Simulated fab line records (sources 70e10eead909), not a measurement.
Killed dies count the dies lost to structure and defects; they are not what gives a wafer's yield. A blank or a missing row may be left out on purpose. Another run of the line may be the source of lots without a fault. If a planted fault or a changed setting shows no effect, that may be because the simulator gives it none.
fab line records | flow nand_harc
[record] lots = 6 | wafers = 16 | last_day = 24
route steps=1159 shown A_ONON_D1@432 END@1159
lots untouched by any fault: they come from a run of this same line in which no faults occurred
start_h: the number of hours between the record's first day and the start of the first shown wafer of the lot | wait_h: how many hours have passed since the lot's step before this one | " unchanged from the row above | L1.1+2: several wafers, shown together as one row | - no value, or no start given | * or withheld: withheld | < > ~ a bound
route shown NAME@n: a module of which the file shows steps, and the number in the route of the first | usual: mean/standard deviation taken from wafers without a fault | same: alike in all rows | chamber/n: place in a boat | sites: each site's reading | _std_site: standard deviation across them | _edge_site: outer sites' mean less inner sites' | radius_mm: for every site, how far away it sits from the centre of the wafer | mask NAME#n: copy n | behind: the last tool/chamber to shape the wafer | hold: cause of the lot's hold/its duration in hours/its outcome | device: transistor that didn't switch, given as n, p or np | end of line: tests run on the same wafers once the route is complete | a step with no rows: only its recipe | killed: dies lost to structure and defects at the first sort, not the wafer's yield | map: a wafer's dies, marking killed ones x, the rest . and places with no die _
set.NAME: the setting that was run; set.NAME@STEP: the one run at that earlier step | model.NAME: the simulator's own value behind a step, which no gauge read
lots at selected steps of the route; one table per step, one row per wafer
services: the hour from which a tool's chamber was out of use, counted from the record's first day as start_h (under 0 if before that day), plus the number of hours and why
[[steps]]
[step NHARC_A_ONON_D1_DEP_12]
[recipe] target_thk_a = 10000 | n2_flow_sccm = 2750 | n2o_flow_sccm = 2000 | nh3_flow_sccm = 500 | sih4_flow_sccm = 210 | temp_c = 400
[step NHARC_A_ONON_D1_THK_MEAS_14]
[recipe] thk_meas_gauge = ellipsometry
[usual] thk_nm = 1004/7.9
lot.wafer | tool          | chamber | start_h | wait_h | thk_nm
L128.1    | film_metro-01 | -       | 201.14  | -      | 988
L128.2    | "             | -       | "       | "      | 990
L128.5    | "             | -       | "       | "      | 987
L129.1    | film_metro-01 | -       | 215.54  | -      | 1000
L129.3    | "             | -       | "       | "      | 1000
L129.4    | "             | -       | "       | "      | 999
L133.1    | film_metro-01 | -       | 236.11  | -      | 1000
L133.5    | "             | -       | "       | "      | 1001
L133.6    | "             | -       | "       | "      | 1002
L135.1    | film_metro-02 | -       | 254.92  | -      | 1007
L135.4    | "             | -       | "       | "      | 1009
L138.3    | film_metro-01 | -       | 268.45  | -      | 995
L138.6    | "             | -       | "       | "      | 997
L142.1    | film_metro-02 | -       | 295.55  | -      | 1002
L142.2    | "             | -       | "       | "      | 1002
L142.5    | "             | -       | "       | "      | 1002
[step NHARC_A_ONON_D1_ANNEAL_15]
[recipe] temp_c = 750 | time_s = 3600
[step NHARC_A_ONON_D1_DEP_16]
[recipe] target_thk_a = 10000 | n2_flow_sccm = 2750 | n2o_flow_sccm = 2000 | nh3_flow_sccm = 500 | sih4_flow_sccm = 210 | temp_c = 400
[step NHARC_A_ONON_D1_THK_MEAS_18]
[recipe] thk_meas_gauge = ellipsometry
[usual] thk_nm = 998/9.3
lot.wafer | tool          | chamber | start_h | wait_h | thk_nm
L128.1    | film_metro-01 | -       | 206.22  | -      | 994
L128.2    | "             | -       | "       | "      | 993
L128.5    | "             | -       | "       | "      | 994
L129.1    | film_metro-01 | -       | 223.89  | -      | 999
L129.3    | "             | -       | "       | "      | 999
L129.4    | "             | -       | "       | "      | 1000
L133.1    | film_metro-01 | -       | 246.41  | -      | 1002
L133.5    | "             | -       | "       | "      | 1001
L133.6    | "             | -       | "       | "      | 1001
L135.1    | film_metro-01 | -       | 262.10  | -      | 994
L135.4    | "             | -       | "       | "      | 993
L138.3    | film_metro-02 | -       | 276.53  | -      | 1014
L138.6    | "             | -       | "       | "      | 1014
L142.1    | film_metro-02 | -       | 302.43  | -      | 994
L142.2    | "             | -       | "       | "      | 994
L142.5    | "             | -       | "       | "      | 993
[step NHARC_A_ONON_D1_DEP_19]
[recipe] target_thk_a = 10000 | n2_flow_sccm = 2750 | n2o_flow_sccm = 2000 | nh3_flow_sccm = 500 | sih4_flow_sccm = 210 | temp_c = 400
[step NHARC_A_ONON_D1_THK_MEAS_21]
[recipe] thk_meas_gauge = ellipsometry
[usual] thk_nm = 1001/9.3
lot.wafer | tool          | chamber | start_h | wait_h | thk_nm
L128.1    | film_metro-01 | -       | 206.80  | -      | 986
L128.2    | "             | -       | "       | "      | 986
L128.5    | "             | -       | "       | "      | 986
L129.1    | film_metro-01 | -       | 224.46  | -      | 1008
L129.3    | "             | -       | "       | "      | 1008
L129.4    | "             | -       | "       | "      | 1006
L133.1    | film_metro-02 | -       | 247.12  | -      | 1007
L133.5    | "             | -       | "       | "      | 1009
L133.6    | "             | -       | "       | "      | 1008
L135.1    | film_metro-02 | -       | 262.67  | -      | 1010
L135.4    | "             | -       | "       | "      | 1010
L138.3    | film_metro-02 | -       | 277.11  | -      | 1004
L138.6    | "             | -       | "       | "      | 1005
L142.1    | film_metro-02 | -       | 303.00  | -      | 993
L142.2    | "             | -       | "       | "      | 993
L142.5    | "             | -       | "       | "      | 992
[step NHARC_A_ONON_D1_DEP_22]
[recipe] target_thk_a = 10000 | n2_flow_sccm = 2750 | n2o_flow_sccm = 2000 | nh3_flow_sccm = 500 | sih4_flow_sccm = 210 | temp_c = 400
[step NHARC_A_ONON_D1_THK_MEAS_24]
[recipe] thk_meas_gauge = ellipsometry
[usual] thk_nm = 1003/9.1
lot.wafer | tool          | chamber | start_h | wait_h | thk_nm
L128.1    | film_metro-01 | -       | 207.36  | -      | 1003
L128.2    | "             | -       | "       | "      | 1006
L128.5    | "             | -       | "       | "      | 1006
L129.1    | film_metro-01 | -       | 225.03  | -      | 1019
L129.3    | "             | -       | "       | "      | 1020
L129.4    | "             | -       | "       | "      | 1019
L133.1    | film_metro-01 | -       | 247.82  | -      | 996
L133.5    | "             | -       | "       | "      | 996
L133.6    | "             | -       | "       | "      | 997
L135.1    | film_metro-02 | -       | 263.23  | -      | 1006
L135.4    | "             | -       | "       | "      | 1004
L138.3    | film_metro-02 | -       | 277.67  | -      | 1002
L138.6    | "             | -       | "       | "      | 999
L142.1    | film_metro-02 | -       | 303.57  | -      | 993
L142.2    | "             | -       | "       | "      | 993
L142.5    | "             | -       | "       | "      | 995
[step NHARC_A_ONON_D1_DEP_25]
[recipe] target_thk_a = 10000 | n2_flow_sccm = 2750 | n2o_flow_sccm = 2000 | nh3_flow_sccm = 500 | sih4_flow_sccm = 210 | temp_c = 400
[step NHARC_A_ONON_D1_THK_MEAS_27]
[recipe] thk_meas_gauge = ellipsometry
[usual] thk_nm = 1000/8.1
lot.wafer | tool          | chamber | start_h | wait_h | thk_nm
L128.1    | film_metro-01 | -       | 207.93  | -      | 1004
L128.2    | "             | -       | "       | "      | 1003
L128.5    | "             | -       | "       | "      | 1004
L129.1    | film_metro-01 | -       | 225.62  | -      | 987
L129.3    | "             | -       | "       | "      | 988
L129.4    | "             | -       | "       | "      | 989
L133.1    | film_metro-02 | -       | 248.52  | -      | 996
L133.5    | "             | -       | "       | "      | 997
L133.6    | "             | -       | "       | "      | 996
L135.1    | film_metro-02 | -       | 263.80  | -      | 991
L135.4    | "             | -       | "       | "      | 989
L138.3    | film_metro-02 | -       | 278.26  | -      | 1005
L138.6    | "             | -       | "       | "      | 1005
L142.1    | film_metro-02 | -       | 304.13  | -      | 997
L142.2    | "             | -       | "       | "      | 997
L142.5    | "             | -       | "       | "      | 996
[step NHARC_A_ONON_D1_DEP_28]
[recipe] target_thk_a = 10000 | n2_flow_sccm = 2750 | n2o_flow_sccm = 2000 | nh3_flow_sccm = 500 | sih4_flow_sccm = 210 | temp_c = 400
[usual] n2o_flow_sccm = 1999/5.6
lot.wafer | tool          | chamber | start_h | wait_h | n2o_flow_sccm
L128.1    | pecvd_onon-03 | 0       | 207.99  | 0.1    | 1998
L128.2    | "             | 0       | "       | "      | 1991
L128.5    | "             | 0       | "       | "      | 1992
L129.1    | pecvd_onon-04 | 0       | 225.67  | 0.1    | 2000
L129.3    | "             | 0       | "       | "      | 2003
L129.4    | "             | 0       | "       | "      | 2003
L133.1    | pecvd_onon-02 | 0       | 248.71  | 0.2    | 1996
L133.5    | "             | 0       | "       | "      | 1998
L133.6    | "             | 0       | "       | "      | 2003
L135.1    | pecvd_onon-03 | 0       | 263.86  | 0.1    | 1989
L135.4    | "             | 0       | "       | "      | 1998
L138.3    | pecvd_onon-03 | 0       | 278.43  | 0.2    | 2007
L138.6    | "             | 0       | "       | "      | 1996
L142.1    | pecvd_onon-04 | 0       | 304.19  | 0.1    | 1994
L142.2    | "             | 0       | "       | "      | 1990
L142.5    | "             | 0       | "       | "      | 1988
[step NHARC_A_ONON_D1_THK_MEAS_30]
[recipe] thk_meas_gauge = ellipsometry
[usual] thk_nm = 1000/12
lot.wafer | tool          | chamber | start_h | wait_h | thk_nm
L128.1    | film_metro-01 | -       | 208.50  | -      | 989
L128.2    | "             | -       | "       | "      | 988
L128.5    | "             | -       | "       | "      | 989
L129.1    | film_metro-01 | -       | 226.18  | -      | 1003
L129.3    | "             | -       | "       | "      | 1002
L129.4    | "             | -       | "       | "      | 1003
L133.1    | film_metro-02 | -       | 249.22  | -      | 995
L133.5    | "             | -       | "       | "      | 995
L133.6    | "             | -       | "       | "      | 995
L135.1    | film_metro-01 | -       | 264.37  | -      | 1534
L135.4    | "             | -       | "       | "      | 996
L138.3    | film_metro-01 | -       | 278.83  | -      | 1552
L138.6    | "             | -       | "       | "      | 1015
L142.1    | film_metro-02 | -       | 304.70  | -      | 1005
L142.2    | "             | -       | "       | "      | 1007
L142.5    | "             | -       | "       | "      | 1007
[step NHARC_A_ONON_D1_DEP_33]
[recipe] target_thk_a = 2000 | temp_c = 400 | pressure_torr = 6.5 | rf_w = 900 | teos_flow_sccm = 161.4 | flow_sccm = 2650 | target_thk_nm = 200 | gas = O2 | material = SiO2
[usual] heater_power_w = 554/89 | throttle_valve_pct = 15.8/0.61
lot.wafer | tool     | chamber | start_h | wait_h | heater_power_w | throttle_valve_pct
L128.1    | pecvd-04 | 0       | 208.90  | 0.4    | 550            | 16.6
L128.2    | "        | 1       | "       | "      | 712            | 15.1
L128.5    | "        | 0       | "       | "      | 555            | 16.6
L129.3    | pecvd-04 | 0       | 226.24  | 0.1    | 446            | 16.6
L129.1    | "        | 1       | "       | "      | 698            | 15.0
L129.4    | "        | 1       | "       | "      | 700            | 15.2
L133.1    | pecvd-02 | 2       | 249.50  | 0.3    | 630            | 15.1
L133.6    | "        | 1       | "       | "      | 492            | 15.2
L133.5    | "        | 0       | "       | "      | 435            | 15.4
L135.1    | pecvd-02 | 2       | 264.42  | 0.1    | 569            | 15.1
L135.4    | "        | 0       | "       | "      | 463            | 15.3
L138.3    | pecvd-03 | 0       | 278.93  | 0.1    | 601            | 16.2
L138.6    | "        | 0       | "       | "      | 621            | 16.2
L142.1    | pecvd-02 | 1       | 304.80  | 0.1    | 467            | 15.0
L142.2    | "        | 2       | "       | "      | 712            | 15.3
L142.5    | "        | 2       | "       | "      | 700            | 15.1
[step NHARC_END_SORT_01]
[recipe] temp_c = 25
[usual] killed_at_array = 24/8.4 | killed_at_other = 0.7/1.1 | killed_at_periphery = 2.9/1.7 | killed_dies = 27/8.6 | killed_open = 3.3/1.8 | killed_short = 1.8/1.4
[same] gross_dies = 677
lot.wafer | tool      | chamber | start_h | wait_h | killed_at_array | killed_at_other | killed_at_periphery | killed_dies | killed_open | killed_short
L133.1    | prober-01 | 0       | 507.94  | 2.5    | 31              | 3               | 5                   | 39          | 4           | 1
L133.5    | prober-01 | 0       | 511.10  | 3.7    | 36              | 4               | 5                   | 45          | 6           | 3
L133.6    | prober-01 | 0       | 511.89  | 3.9    | 24              | 2               | 0                   | 26          | 2           | 2
L135.1    | prober-02 | 0       | 515.72  | 2.5    | 674             | 0               | 3                   | 677         | 4           | 2
L138.3    | prober-01 | 0       | 558.74  | 3.1    | 669             | 0               | 8                   | 677         | 4           | 1
L138.6    | prober-01 | 0       | 561.12  | 4.0    | 18              | 0               | 3                   | 21          | 2           | 2
// killed by level:class
L133.1 A_CHANNEL_HOLE_D1:chamber_film_flake=16 A_CHANNEL_FILL_D1:chamber_film_flake=5 A_CONTACT:chamber_film_flake=5 P_GATE:chamber_film_flake=3 THIN_TSV:chamber_film_flake=3 P_M0:geometric_particle:open=1 A_SOURCE_PLATE:geometric_particle:short=1 A_ONON_D1:geometric_particle:open=1
L133.5 A_CHANNEL_HOLE_D1:chamber_film_flake=19 A_CONTACT:chamber_film_flake=7 THIN_TSV:chamber_film_flake=4 A_WL_FILL:chamber_film_flake=3 P_GATE:geometric_particle:open=2 A_M0:geometric_particle:short=2 P_M0:geometric_particle:open=1 P_M1:geometric_particle:open=1
L133.6 A_CHANNEL_HOLE_D1:chamber_film_flake=14 A_CONTACT:chamber_film_flake=4 THIN_TSV:chamber_film_flake=2 A_ONON_D1:geometric_particle:open=1 A_SGD_CUT:geometric_particle:open=1 A_WL_FILL:geometric_particle:short=1 A_CONTACT:geometric_particle:short=1 A_ZERO_WELL:chamber_film_flake=1
L135.1 A_ONON_D1:area_dep=659 A_CHANNEL_HOLE_D1:chamber_film_flake=6 P_GATE:chamber_film_flake=2 A_STAIRCASE:chamber_film_flake=2 P_M1:geometric_particle:open=1 A_ONON_D1:geometric_particle:open=1 A_CHANNEL_HOLE_D1:geometric_particle:short=1 A_CHANNEL_FILL_D1:geometric_particle:short=1
L138.3 A_ONON_D1:area_dep=641 A_CHANNEL_HOLE_D1:chamber_film_flake=20 P_CONTACT:geometric_particle:open=3 P_M0:chamber_film_flake=3 A_STAIRCASE:chamber_film_flake=3 A_CONTACT:chamber_film_flake=2 P_CONTACT:geometric_particle:short=1 A_CHANNEL_FILL_D1:geometric_particle:open=1
L138.6 A_CHANNEL_HOLE_D1:chamber_film_flake=11 A_STAIRCASE:chamber_film_flake=3 P_CONTACT:geometric_particle:open=1 A_ONON_D1:geometric_particle:open=1 A_CHANNEL_FILL_D1:geometric_particle:short=1 A_SGD_CUT:geometric_particle:short=1 P_GATE:chamber_film_flake=1 P_M0:chamber_film_flake=1
// map L135.1 (x killed, . not)
____________x____________
_________xxxxxxx_________
_______xxxxxxxxxxx_______
______xxxxxxxxxxxxx______
_____xxxxxxxxxxxxxxx_____
____xxxxxxxxxxxxxxxxx____
____xxxxxxxxxxxxxxxxx____
___xxxxxxxxxxxxxxxxxxx___
___xxxxxxxxxxxxxxxxxxx___
__xxxxxxxxxxxxxxxxxxxxx__
__xxxxxxxxxxxxxxxxxxxxx__
_xxxxxxxxxxxxxxxxxxxxxxx_
_xxxxxxxxxxxxxxxxxxxxxxx_
_xxxxxxxxxxxxxxxxxxxxxxx_
_xxxxxxxxxxxxxxxxxxxxxxx_
_xxxxxxxxxxxxxxxxxxxxxxx_
xxxxxxxxxxxxxxxxxxxxxxxxx
xxxxxxxxxxxxxxxxxxxxxxxxx
xxxxxxxxxxxxxxxxxxxxxxxxx
xxxxxxxxxxxxxxxxxxxxxxxxx
xxxxxxxxxxxxxxxxxxxxxxxxx
_xxxxxxxxxxxxxxxxxxxxxxx_
_xxxxxxxxxxxxxxxxxxxxxxx_
_xxxxxxxxxxxxxxxxxxxxxxx_
_xxxxxxxxxxxxxxxxxxxxxxx_
_xxxxxxxxxxxxxxxxxxxxxxx_
__xxxxxxxxxxxxxxxxxxxxx__
__xxxxxxxxxxxxxxxxxxxxx__
___xxxxxxxxxxxxxxxxxxx___
___xxxxxxxxxxxxxxxxxxx___
____xxxxxxxxxxxxxxxxx____
____xxxxxxxxxxxxxxxxx____
_____xxxxxxxxxxxxxxx_____
______xxxxxxxxxxxxx______
_______xxxxxxxxxxx_______
_________xxxxxxx_________
____________x____________
// map L138.3 (x killed, . not)
____________x____________
_________xxxxxxx_________
_______xxxxxxxxxxx_______
______xxxxxxxxxxxxx______
_____xxxxxxxxxxxxxxx_____
____xxxxxxxxxxxxxxxxx____
____xxxxxxxxxxxxxxxxx____
___xxxxxxxxxxxxxxxxxxx___
___xxxxxxxxxxxxxxxxxxx___
__xxxxxxxxxxxxxxxxxxxxx__
__xxxxxxxxxxxxxxxxxxxxx__
_xxxxxxxxxxxxxxxxxxxxxxx_
_xxxxxxxxxxxxxxxxxxxxxxx_
_xxxxxxxxxxxxxxxxxxxxxxx_
_xxxxxxxxxxxxxxxxxxxxxxx_
_xxxxxxxxxxxxxxxxxxxxxxx_
xxxxxxxxxxxxxxxxxxxxxxxxx
xxxxxxxxxxxxxxxxxxxxxxxxx
xxxxxxxxxxxxxxxxxxxxxxxxx
xxxxxxxxxxxxxxxxxxxxxxxxx
xxxxxxxxxxxxxxxxxxxxxxxxx
_xxxxxxxxxxxxxxxxxxxxxxx_
_xxxxxxxxxxxxxxxxxxxxxxx_
_xxxxxxxxxxxxxxxxxxxxxxx_
_xxxxxxxxxxxxxxxxxxxxxxx_
_xxxxxxxxxxxxxxxxxxxxxxx_
__xxxxxxxxxxxxxxxxxxxxx__
__xxxxxxxxxxxxxxxxxxxxx__
___xxxxxxxxxxxxxxxxxxx___
___xxxxxxxxxxxxxxxxxxx___
____xxxxxxxxxxxxxxxxx____
____xxxxxxxxxxxxxxxxx____
_____xxxxxxxxxxxxxxx_____
______xxxxxxxxxxxxx______
_______xxxxxxxxxxx_______
_________xxxxxxx_________
____________x____________
[[services]]
tool          | chamber | start_h | hours | kind
pecvd-04      | -       | 195.32  | 13.0  | pm
pecvd-04      | 0       | 195.32  | 13.0  | vent_cycle
pecvd-04      | 1       | 195.32  | 13.0  | vent_cycle
pecvd-04      | 2       | 195.32  | 13.0  | vent_cycle
pecvd-04      | 0       | 208.32  | -     | clean
pecvd-04      | 1       | 208.32  | -     | clean
pecvd-04      | 2       | 208.32  | -     | clean
pecvd-04      | -       | 229.70  | 0.8   | repair
pecvd_onon-04 | -       | 237.00  | 13.0  | pm
pecvd-04      | -       | 240.67  | 0.9   | repair
pecvd-03      | -       | 292.00  | 13.0  | pm
pecvd-03      | 0       | 292.00  | 13.0  | vent_cycle
pecvd-03      | 1       | 292.00  | 13.0  | vent_cycle
pecvd-03      | 2       | 292.00  | 13.0  | vent_cycle
pecvd_onon-02 | -       | 292.00  | 13.0  | pm
[[key]]
[first_sign] step = NHARC_A_ONON_D1_THK_MEAS_30 | reading = thk_nm | direction = up | sigmas = 47 | usual = 1000 | struck = 1543
[effect] step = NHARC_END_SORT_01 | reading = killed_at_array | direction = up | sigmas = 77 | usual = 24 | struck = 672
[more_kills_born_at] NHARC_A_ONON_D1_DEP_28@pecvd_onon-03 = 1300
met_at NHARC_A_ONON_D1_DEP_28
struck_wafers L135.1,L138.3
later_rows_left_out L135.1,L138.3
tester_left_out L135,L138
onset_between 207.99 263.86
[fault] kind = process_parameter_drift | tool = pecvd_onon-03 | chamber = - | onset_h = 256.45 | steps = NHARC_A_ONON_D1_DEP_28 | channel = target_thk_a | offset = * | shape = step | end_h = 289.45 | scope = struck_wafers_only | acts_in = * | stated = *
// tester_left_out: of these lots the tester's yield and bins aren't shown, on N5 and GAA mostly nor the transistor test; their killed dies are dies lost to structure and defects alone, not to doping, threshold or leakage, so they don't give the yield
// later_rows_left_out: the simulator's readings of these wafers behind a module that went badly wrong aren't trusted and aren't shown, but for the sort
